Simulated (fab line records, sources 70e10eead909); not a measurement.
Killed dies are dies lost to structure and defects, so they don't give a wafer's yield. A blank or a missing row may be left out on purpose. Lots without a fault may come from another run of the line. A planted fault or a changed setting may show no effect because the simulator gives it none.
Which tool did it? | flow nand_harc | 23 lots, 69 wafers sampled, at 3 steps of a route of 1302

WHAT THE GAUGES READ, wafer by wafer
NHARC_A_SGD_CUT_INSPECT_25. Usual: raw_defect_count 374, standard deviation 70.
lot  | measured     | on                | raw_defect_count | flag
L074 | day 19 00:28 | defect_inspect-02 | 442 330 389      |
L076 | day 20 05:17 | defect_inspect-02 | 301 402 372      |
L075 | day 20 05:17 | defect_inspect-01 | 296 267 397      |
L078 | day 20 20:01 | defect_inspect-01 | 303 310 505      |
L079 | day 20 19:56 | defect_inspect-01 | 435 402 389      |
L077 | day 20 19:58 | defect_inspect-02 | 412 601 454      |
L081 | day 21 22:17 | defect_inspect-02 | 377 309 332      |
L080 | day 22 14:30 | defect_inspect-01 | 446 303 343      |
L084 | day 23 07:16 | defect_inspect-02 | 432 389 620      |
L082 | day 23 07:15 | defect_inspect-01 | 349 365 346      |
L086 | day 23 20:14 | defect_inspect-02 | 369 282 235      |
L083 | day 23 20:15 | defect_inspect-01 | 346 374 357      |
L087 | day 24 10:34 | defect_inspect-02 | 513 360 417      |
L085 | day 24 10:37 | defect_inspect-01 | 323 326 350      |
L091 | day 25 21:19 | defect_inspect-02 | 390 436 330      |
L090 | day 25 21:13 | defect_inspect-02 | 390 320 376      |
L089 | day 25 21:19 | defect_inspect-02 | 462 371 348      |
L088 | day 25 21:23 | defect_inspect-02 | 347 390 368      |
L092 | day 26 23:53 | defect_inspect-01 | 307 367 372      |
L094 | day 27 18:04 | defect_inspect-01 | 392 329 305      |
L093 | day 27 18:04 | defect_inspect-02 | 403 332 323      |
L095 | day 27 18:04 | defect_inspect-02 | 536 403 530      |
L096 | day 29 02:39 | defect_inspect-02 | 374 416 333      |

WHICH TOOL RAN EACH LOT (tool, then ch and the chambers of the sampled wafers, then the start)
lot  | NHARC_A_SGD_CUT_ETCH_59                       | NHARC_A_SGD_CUT_STRIP_28
L074 | rie_diel-08 ch 0,1,2, day 19 00:21 or earlier | rie_diel-09 ch 0,1,2, day 19 00:21
L076 | rie_diel-08 ch 2,3, day 20 05:17 or earlier   | rie_diel-08 ch 1,2, day 20 05:17 or earlier
L075 | rie_diel-05 ch 1,3, day 20 05:17 or earlier   | rie_diel-05 ch 0,1, day 20 05:17 or earlier
L078 | rie_diel-09 ch 0,1,2, day 20 20:01 or earlier | rie_diel-08 ch 0,1,2, day 20 20:01 or earlier
L079 | rie_diel-09 ch 0,2,3, day 20 19:56 or earlier | rie_diel-05 ch 0,1,3, day 20 19:56 or earlier
L077 | rie_diel-08 ch 0,1,3, day 20 19:58 or earlier | rie_diel-08 ch 0,1,3, day 20 19:58 or earlier
L081 | rie_diel-05 ch 0,1,2, day 21 22:17 or earlier | rie_diel-08 ch 0,1,3, day 21 22:17 or earlier
L080 | rie_diel-09 ch 1,2,3, day 22 14:30 or earlier | rie_diel-05 ch 1,3, day 22 14:30 or earlier
L084 | rie_diel-08 ch 0,1, day 23 07:16 or earlier   | rie_diel-08 ch 1,2, day 23 07:16 or earlier
L082 | rie_diel-09 ch 0,1,3, day 23 07:15 or earlier | rie_diel-05 ch 0,2,3, day 23 07:15 or earlier
L086 | rie_diel-09 ch 0,1,3, day 23 20:14 or earlier | rie_diel-09 ch 1,2, day 23 20:14 or earlier
L083 | rie_diel-08 ch 0,1,3, day 23 20:15 or earlier | rie_diel-05 ch 0,1,2, day 23 20:15 or earlier
L087 | rie_diel-05 ch 0,1,2, day 24 10:34 or earlier | rie_diel-09 ch 0,1,2, day 24 10:34 or earlier
L085 | rie_diel-09 ch 0,3, day 24 10:37 or earlier   | rie_diel-08 ch 0,3, day 24 10:37 or earlier
L091 | rie_diel-08 ch 1,2,3, day 25 21:13 or earlier | rie_diel-05 ch 0,1, day 25 21:13
L090 | rie_diel-09 ch 0,2, day 25 21:13 or earlier   | rie_diel-09 ch 0,3, day 25 21:13 or earlier
L089 | rie_diel-08 ch 0,1,2, day 25 21:19 or earlier | rie_diel-08 ch 1,2,3, day 25 21:19 or earlier
L088 | rie_diel-09 ch 0,1,3, day 25 21:23 or earlier | rie_diel-08 ch 1,2,3, day 25 21:23 or earlier
L092 | rie_diel-05 ch 0,1,3, day 26 23:53 or earlier | rie_diel-05 ch 0,2,3, day 26 23:53 or earlier
L094 | rie_diel-05 ch 0,2,3, day 27 18:04 or earlier | rie_diel-08 ch 0,2,3, day 27 18:04 or earlier
L093 | rie_diel-09 ch 2,3, day 27 18:04 or earlier   | rie_diel-05 ch 1,2,3, day 27 18:04 or earlier
L095 | rie_diel-08 ch 0,3, day 27 18:04 or earlier   | rie_diel-09 ch 0,1, day 27 18:04 or earlier
L096 | rie_diel-05 ch 0,1,3, day 29 02:39 or earlier | rie_diel-05 ch 1,2,3, day 29 02:39 or earlier
- NHARC_A_SGD_CUT_ETCH_59: etches the open film in N2/H2, target depth 260 nm, time 406.25 s.
- NHARC_A_SGD_CUT_STRIP_28: strips in O2, time 20 s.

WHAT THE TOOLS THEMSELVES READ (means of the sampled wafers that have a number; where no wafer has one, the mark that the record gives instead)
NHARC_A_SGD_CUT_ETCH_59. Usual: bias_w 150.0 W, standard deviation 0.42; chamber_pressure_mTorr 30.004 mTorr, standard deviation 0.029; drypump_motor_current_A 5.50 A, standard deviation 0.3; h2_flow_sccm 150.0 sccm, standard deviation 0.41; oes_product_au 0.997 a.u., standard deviation 0.0084; rf_vpp_V 429.3 V, standard deviation 2.8; showerhead_plenum_p_Torr 2.00 Torr, standard deviation 0.098; throttle_valve_pct 14.171 %, standard deviation 0.0089.
lot  | tool        | bias_w (W) | chamber_pressure_mTorr (mTorr) | drypump_motor_current_A (A) | h2_flow_sccm (sccm) | oes_product_au (a.u.) | rf_vpp_V (V) | showerhead_plenum_p_Torr (Torr) | throttle_valve_pct (%) | flag
L074 | rie_diel-08 | 150.4      | 29.990                         | 5.43                        | 150.4               | 1.000                 | 428.9        | 1.98                            | 14.165                 |
L076 | rie_diel-08 | 150.2      | 30.017                         | 5.19                        | 149.2               | 1.000                 | 432.6        | 2.11                            | 14.175                 |
L075 | rie_diel-05 | 149.5      | 30.006                         | 5.30                        | 149.9               | 1.002                 | 427.6        | 1.97                            | 14.163                 |
L078 | rie_diel-09 | 150.1      | 30.020                         | 5.53                        | 150.1               | 0.995                 | 428.1        | 1.95                            | 14.172                 |
L079 | rie_diel-09 | 150.2      | 29.988                         | 5.70                        | 150.1               | 0.995                 | 427.2        | 1.94                            | 14.175                 |
L077 | rie_diel-08 | 149.8      | 29.986                         | 5.65                        | 149.8               | 0.997                 | 429.7        | 2.00                            | 14.171                 |
L081 | rie_diel-05 | 149.7      | 30.008                         | 5.23                        | 150.2               | 1.002                 | 430.6        | 2.05                            | 14.173                 |
L080 | rie_diel-09 | 149.8      | 30.024                         | 5.66                        | 150.3               | 0.993                 | 426.6        | 1.91                            | 14.170                 |
L084 | rie_diel-08 | 149.7      | 30.020                         | 5.59                        | 150.0               | 0.992                 | 427.2        | 1.92                            | 14.164                 |
L082 | rie_diel-09 | 150.0      | 30.007                         | 5.71                        | 149.8               | 0.990                 | 428.8        | 1.96                            | 14.171                 |
L086 | rie_diel-09 | 150.2      | 30.014                         | 5.71                        | 150.3               | 0.992                 | 428.3        | 1.96                            | 14.172                 |
L083 | rie_diel-08 | 149.9      | 29.998                         | 5.64                        | 149.8               | 1.003                 | 429.3        | 2.00                            | 14.174                 |
L087 | rie_diel-05 | 149.8      | 29.958                         | 5.26                        | 149.8               | 1.003                 | 431.8        | 2.05                            | 14.160                 |
L085 | rie_diel-09 | 149.8      | 30.006                         | 5.75                        | 150.4               | 1.000                 | 429.0        | 1.99                            | 14.163                 |
L091 | rie_diel-08 | 150.4      | 29.972                         | 5.50                        | 149.8               | 1.008                 | 430.5        | 2.06                            | 14.172                 |
L090 | rie_diel-09 | 150.0      | 30.039                         | 5.56                        | 150.3               | 0.984                 | 427.4        | 1.94                            | 14.168                 |
L089 | rie_diel-08 | 150.1      | 30.004                         | 5.44                        | 149.4               | 1.007                 | 429.0        | 1.98                            | 14.165                 |
L088 | rie_diel-09 | 150.1      | 29.992                         | 5.69                        | 150.7               | 0.998                 | 428.5        | 1.96                            | 14.172                 |
L092 | rie_diel-05 | 149.6      | 30.007                         | 5.18                        | 150.2               | 0.999                 | 430.9        | 2.03                            | 14.167                 |
L094 | rie_diel-05 | 150.1      | 29.975                         | 5.31                        | 149.9               | 0.988                 | 431.7        | 2.08                            | 14.167                 |
L093 | rie_diel-09 | 149.6      | 30.001                         | 5.82                        | 150.1               | 1.000                 | 426.9        | 1.90                            | 14.172                 |
L095 | rie_diel-08 | 150.2      | 29.992                         | 5.46                        | 149.8               | 0.994                 | 429.5        | 1.99                            | 14.169                 |
L096 | rie_diel-05 | 150.1      | 30.005                         | 5.17                        | 150.1               | 0.998                 | 429.2        | 2.03                            | 14.168                 |

NHARC_A_SGD_CUT_STRIP_28. Usual: chamber_pressure_mTorr 60.00 mTorr, standard deviation 0.051; drypump_motor_current_A 5.4 A, standard deviation 0.31; oes_product_au 0.999 a.u., standard deviation 0.009; rf_vpp_V 57.6 V, standard deviation 0.99; showerhead_plenum_p_Torr 3.48 Torr, standard deviation 0.16; throttle_valve_pct 17.037 %, standard deviation 0.0091.
lot  | tool        | chamber_pressure_mTorr (mTorr) | drypump_motor_current_A (A) | oes_product_au (a.u.) | rf_vpp_V (V) | showerhead_plenum_p_Torr (Torr) | throttle_valve_pct (%) | flag
L074 | rie_diel-09 | 59.93                          | 5.6                         | 0.992                 | 57.0         | 3.39                            | 17.038                 |
L076 | rie_diel-08 | 60.05                          | 5.6                         | 1.005                 | 58.1         | 3.44                            | 17.043                 |
L075 | rie_diel-05 | 59.97                          | 5.1                         | 1.000                 | 58.8         | 3.61                            | 17.028                 |
L078 | rie_diel-08 | 60.02                          | 5.4                         | 1.005                 | 58.3         | 3.43                            | 17.028                 |
L079 | rie_diel-05 | 60.00                          | 5.2                         | 1.011                 | 57.2         | 3.51                            | 17.036                 |
L077 | rie_diel-08 | 59.94                          | 5.6                         | 1.003                 | 58.4         | 3.47                            | 17.035                 |
L081 | rie_diel-08 | 60.00                          | 5.6                         | 0.989                 | 57.9         | 3.46                            | 17.049                 |
L080 | rie_diel-05 | 60.00                          | 5.3                         | 1.004                 | 57.5         | 3.37                            | 17.042                 |
L084 | rie_diel-08 | 59.98                          | 5.6                         | 1.003                 | 57.5         | 3.43                            | 17.036                 |
L082 | rie_diel-05 | 60.02                          | 5.3                         | 0.999                 | 58.7         | 3.59                            | 17.036                 |
L086 | rie_diel-09 | 60.07                          | 5.5                         | 0.995                 | 57.1         | 3.34                            | 17.036                 |
L083 | rie_diel-05 | 59.98                          | 5.3                         | 1.009                 | 58.2         | 3.54                            | 17.038                 |
L087 | rie_diel-09 | 59.99                          | 5.5                         | 0.986                 | 56.9         | 3.39                            | 17.044                 |
L085 | rie_diel-08 | 60.01                          | 5.5                         | 0.996                 | 57.0         | 3.45                            | 17.026                 |
L091 | rie_diel-05 | 59.98                          | 5.1                         | 0.991                 | 56.5         | 3.61                            | 17.034                 |
L090 | rie_diel-09 | 59.99                          | 5.7                         | 0.993                 | 57.7         | 3.44                            | 17.036                 |
L089 | rie_diel-08 | 59.97                          | 5.5                         | 1.002                 | 57.9         | 3.55                            | 17.037                 |
L088 | rie_diel-08 | 60.00                          | 5.5                         | 0.997                 | 57.2         | 3.55                            | 17.040                 |
L092 | rie_diel-05 | 60.02                          | 5.3                         | 0.998                 | 57.6         | 3.59                            | 17.043                 |
L094 | rie_diel-08 | 59.99                          | 5.3                         | 1.001                 | 57.5         | 3.54                            | 17.047                 |
L093 | rie_diel-05 | 60.01                          | 5.4                         | 0.988                 | 58.0         | 3.45                            | 17.034                 |
L095 | rie_diel-09 | 60.04                          | 5.6                         | 0.988                 | 57.3         | 3.46                            | 17.049                 |
L096 | rie_diel-05 | 59.97                          | 5.4                         | 1.005                 | 57.1         | 3.45                            | 17.037                 |

THE ANSWER, worked out from the rows above alone
Rule: a lot is off if the mean of its wafers that have a number lies more than 3 standard deviations from the usual mean. A lot without any number at a reading at which 4 lots or more have one is off too. The other lots that the step has rows for count as sound. The gauges are gone through in route order, then the tools' own readings, and for those a lot's mean is taken as printed above. The first step at which some lot is off is used, and at that step the reading that is off furthest; a lot without a number counts as furthest.
No lot is off at any reading shown: from this, nothing can be told.

WHAT THE SIMULATOR HAD PUT IN
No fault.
